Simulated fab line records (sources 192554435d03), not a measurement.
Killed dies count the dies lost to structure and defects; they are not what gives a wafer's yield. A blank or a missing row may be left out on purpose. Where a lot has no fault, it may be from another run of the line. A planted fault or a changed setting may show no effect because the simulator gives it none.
The tool behind it: which one? + flow n5_finfet + Sampling: 11 lots, 32 wafers, 2 of 1938 route steps

== WHAT EACH GAUGE READ, for each wafer ==
N5_BEOL_M11_THK_MEAS_01.
| lot  | measured     | on            | M11_ILD_THK (nm) |
|------|--------------|---------------|------------------|
| L266 | day 11 16:17 | film_metro-02 | 270 266 274      |
| L263 | day 11 19:10 | film_metro-01 | 267 266 270      |
| L267 | day 12 18:29 | film_metro-01 | 269 270 268      |
| L268 | day 12 21:07 | film_metro-02 | 270 273 271      |
| L269 | day 13 17:38 | film_metro-01 | 262 264 269      |
| L272 | day 13 22:32 | film_metro-02 | 269 271          |
| L280 | day 17 03:53 | film_metro-02 | 264 272 275      |
| L279 | day 17 06:53 | film_metro-01 | 268 270 274      |
| L278 | day 17 10:08 | film_metro-02 | 264 265 270      |
| L281 | day 17 11:42 | film_metro-01 | 270 264 273      |
| L282 | day 17 21:46 | film_metro-01 | 271 269 271      |

N5_BEOL_M11_OVL_MEAS_12.
| lot  | measured     | on         | M11_OVL (nm)   |
|------|--------------|------------|----------------|
| L266 | day 11 17:05 | overlay-02 | -1.0 -1.1 -0.4 |
| L263 | day 11 19:40 | overlay-01 | 0.3 0.7 0.3    |
| L267 | day 12 19:37 | overlay-02 | -0.1 -0.1 -0.6 |
| L268 | day 12 22:47 | overlay-02 | -0.6 -0.6 -1.5 |
| L269 | day 13 20:51 | overlay-01 | -0.2 0.6 1.2   |
| L272 | day 14 01:36 | overlay-02 | 1.6 -0.4       |
| L280 | day 17 06:31 | overlay-01 | 0.4 -0.9 -0.6  |
| L279 | day 17 08:07 | overlay-01 | -0.1 0.3 -0.8  |
| L278 | day 17 12:12 | overlay-01 | -0.1 0.4 0.4   |
| L281 | day 17 12:51 | overlay-02 | 0.1 0.4 0.7    |
| L282 | day 18 00:07 | overlay-01 | 0.2 0.5 -0.5   |

== TOOL THAT RAN EACH LOT (tool first, then ch and the chambers of the sampled wafers, then the start) ==
There is no process step in the record ahead of these readings.

== WHAT THE TOOLS THEMSELVES READ (means of the sampled wafers that have a number; where no wafer has one, the mark that the record gives instead) ==
The record holds no such reading with a usual standard deviation.

== THE ANSWER, worked out from the rows above alone ==
Rule: what is usual is taken from the lots themselves. The widest of any qualifying gaps counts: lots, ordered by their means at a reading, are off when they make up no more than a third of the lots, leave a main group of 4 or more, and stand apart from it by 3 or more times the standard deviation of that group's means. A main group is skipped when, at the precision printed for the reading in the tables above, its means are all equal. Also off: a lot with no number at a reading for which 4 or more lots have one. Any other lot the step has rows for is counted as sound. The gauges are gone through in route order, then the tools' own readings, and for those a lot's mean is taken as printed above. The first step at which some lot is off is used, and at that step the reading that is off furthest; a lot without a number counts as furthest.
No lot is off on any of the readings shown, so nothing can be concluded from this.

== WHAT THE SIMULATOR HAD PUT IN ==
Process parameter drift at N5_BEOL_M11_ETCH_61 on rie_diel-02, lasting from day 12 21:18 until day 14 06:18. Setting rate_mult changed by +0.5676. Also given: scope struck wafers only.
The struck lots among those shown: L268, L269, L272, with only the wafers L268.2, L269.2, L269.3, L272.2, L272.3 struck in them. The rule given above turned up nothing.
